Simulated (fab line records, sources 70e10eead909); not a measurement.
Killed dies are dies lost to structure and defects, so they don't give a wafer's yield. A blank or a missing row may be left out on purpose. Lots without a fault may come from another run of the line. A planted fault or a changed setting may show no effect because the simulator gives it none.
Problem report in the 8D (eight disciplines) form, filled by code | flow nand_harc | the parts of the form that need people (team, actions taken, sign-off) are left out

1. THE PROBLEM
raw_defect_count at NHARC_P_M2_INSPECT_11 reads a mean of 663.5 on 6 wafers of 2 lots; wafers without a fault read 4.8 with a standard deviation of 2.8. That is +99 or more standard deviations from the usual mean.
First seen on wafer L198.2, day 9 11:04, on defect_inspect-02. The record holds 33 wafers of 11 lots with a number at this step. Rule for "out", or "out of limits": more than 4 standard deviations from the usual mean. The other wafers with a number count as sound.

2. WHAT IT IS AND WHAT IT IS NOT
question                    | is                     | is not
which readings at this step | raw_defect_count       | -
which lots                  | L197, L198             | L186, L187, L188, L189, L202, L205, L206, L208, L209
which wafers of those lots  | all that have a number | -
read on which gauges        | defect_inspect-02      | defect_inspect-01
when                        | from day 9 11:04       | up to then (12 sound wafers); but 15 sound wafers of L202, L205, L206, L208, L209 came after

3. SUSPECTS, AND WHAT RULES EACH OUT
Counting: a tool at a process step up to the reading stays a suspect if it ran every lot that is out and no sound lot after the first of them.
- the gauge at NHARC_P_M2_INSPECT_11: kept. All the wafers that are out were read on defect_inspect-02, and no step on other tools shows them out.
- pecvd-03 at NHARC_P_M2_DEP_00 (deposits SiOC, target thk 182.5 nm): ruled out as a lasting fault. Sound lots L209, L208 ran on it after its first lot that is out, L198 (day 9 10:05).
Left after counting: defect_inspect-02 at NHARC_P_M2_INSPECT_11.

4. THE CAUSE (what the simulator had put in)
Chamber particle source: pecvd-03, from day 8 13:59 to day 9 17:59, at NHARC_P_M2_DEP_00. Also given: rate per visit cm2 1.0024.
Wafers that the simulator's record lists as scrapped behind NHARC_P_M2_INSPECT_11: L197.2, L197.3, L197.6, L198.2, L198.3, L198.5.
Counting ruled it out, wrongly: the rule takes a fault to strike every lot that its tool runs from its start on, and this one did not.

5. THE CHAIN OF EFFECTS, in route order
Each row: a reading whose mean over the struck wafers that have a number lies more than 3 standard deviations from the usual. Only readings for which the record gives a usual standard deviation are gone through. hours: the time from each lot's start at the first step in this table that gives one to its start at this step, as a median over the lots. sigmas: the change in usual standard deviations.
hours | step                  | reading          | usual | on struck wafers | change | sigmas
0     | NHARC_P_M2_INSPECT_11 | raw_defect_count | 4.8   | 663.5            | +658.7 | +99 or more

6. WHAT WOULD HAVE CAUGHT IT SOONER
In this record the first reading out of limits at a measuring or inspecting step was taken at day 9 11:04, 21 hours after the fault began at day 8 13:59.
